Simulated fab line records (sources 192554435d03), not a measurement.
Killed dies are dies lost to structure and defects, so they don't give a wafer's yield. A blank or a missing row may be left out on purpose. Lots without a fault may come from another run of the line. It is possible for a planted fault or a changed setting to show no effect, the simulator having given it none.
Problem report, 8D (eight disciplines) form, completed by code | flow n5Finfet | the parts of the form that need people (team, actions taken, sign-off) are left out

1. WHAT IS WRONG
Across 3 wafers from 3 lots, M13_THK at N5_BEOL_M13_THK_MEAS_50 averages 793 nm, while fault-free wafers read 421 nm with a standard deviation of 5.8. Relative to the usual mean, that is a shift of +64 standard deviations.
The step: measures by xrf.
First observed at day 13 14:19: wafer L747.4, on filmMetro-02. At this step, 13 wafers from 5 lots have a number in the record. The rule behind "out" and "out of limits": a value lying over 4 standard deviations away from the usual mean. Any other wafer with a number is counted as sound.

2. WHAT THIS IS AND IS NOT
question                    | is                     | is not
which readings at this step | M13_THK                | -
which lots                  | L747, L750, L751       | L735, L756
which wafers of those lots  | L747.4, L750.2, L751.2 | L747.1, L750.6, L751.5, L751.6
read on which gauges        | filmMetro-02           | filmMetro-01
when                        | from day 13 14:19      | up to then (4 sound wafers); but 6 sound wafers of L750, L751, L756 came after

3. SUSPECTS, AND WHAT RULES EACH OUT
Counting: if a tool at a process step up to the reading ran every lot that is out, it stays a suspect. Sound lots after the first of them don't rule it out here, since some wafers of a struck lot are sound.
- ruled out: the gauge at N5_BEOL_M13_THK_MEAS_50. All the wafers that are out were read on filmMetro-02, but those of them that N5_BEOL_M13_CMP_49 has rows for are out there too, on other tools.
- cmp-04 at N5_BEOL_M13_CMP_49 (polishes, stops on SiOC, t overpolish 17.1 s, target thk 420 nm): kept. It processed each lot that is out (first: L747, day 13 14:02); up to then, its last sound lot is L735 (day 10 18:50). Out on those wafers are its own readings of barrierFieldEndpointS, overpolishRunS.
After counting, what remains is cmp-04 at N5_BEOL_M13_CMP_49.

4. THE CAUSE (what the simulator had put in)
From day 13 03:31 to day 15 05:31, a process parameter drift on cmp-04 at N5_BEOL_M13_CMP_49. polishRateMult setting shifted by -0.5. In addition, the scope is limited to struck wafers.
Counting left only this tool.

5. SEQUENCE OF EFFECTS, ordered by route
Each row: a reading where the mean over the struck wafers with a number is more than 3 standard deviations away from the usual. Scope: only readings with a usual standard deviation given in the record; hours: median across lots of the time from each lot's start at the first step in this table that gives one to its start at this step; sigmas: change in usual standard deviations.
hours | step                    | reading               | usual    | on struck wafers | change  | sigmas
0     | N5_BEOL_M13_CMP_49      | barrierFieldEndpointS | 30.0 s   | 60.7             | +30.7   | +40
0     | N5_BEOL_M13_CMP_49      | overpolishRunS        | 17.098 s | 0.846            | -16.252 | -99 or more
0     | N5_BEOL_M13_THK_MEAS_50 | M13_THK               | 421 nm   | 793              | +372    | +64
0     | N5_BEOL_M13_INSPECT_55  | rawDefectCount        | 69       | 3113             | +3044   | +99 or more
27    | N5_PASSIVATION_PROBE_49 | defectLimitedYield    | 91.5 %   | 0.0              | -91.5   | -61
27    | N5_PASSIVATION_PROBE_49 | killed_at_M4_up       | 12       | 1103             | +1091   | +99 or more
27    | N5_PASSIVATION_PROBE_49 | killedDies            | 100      | 1180             | +1080   | +64
27    | N5_PASSIVATION_PROBE_49 | killedOnRim           | 13       | 152              | +139    | +32
27    | N5_PASSIVATION_PROBE_49 | sortNPass             | 1080     | 0                | -1080   | -64
27    | N5_PASSIVATION_PROBE_49 | sortYieldPct          | 91.5 %   | 0.0              | -91.5   | -61
Its process steps:
- N5_BEOL_M13_CMP_49: polishes, stops on SiOC, t overpolish 17.1 s, target thk 420 nm.
- N5_PASSIVATION_PROBE_49

6. HOW IT WOULD HAVE BEEN CAUGHT EARLIER
The first out-of-limits reading at a measuring or inspecting step in this record came at day 13 14:19, 11 hours after the fault's start at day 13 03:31.
The tool's own readings at N5_BEOL_M13_CMP_49 were out on every struck wafer that the step has a row for (barrierFieldEndpointS, overpolishRunS): an alarm limit on them would have fired on the first of those.
Lots out: 3; of these, L750, L751 started N5_BEOL_M13_CMP_49 on cmp-04 after day 13 14:19. A hold on the tool at that time would have spared those 2.
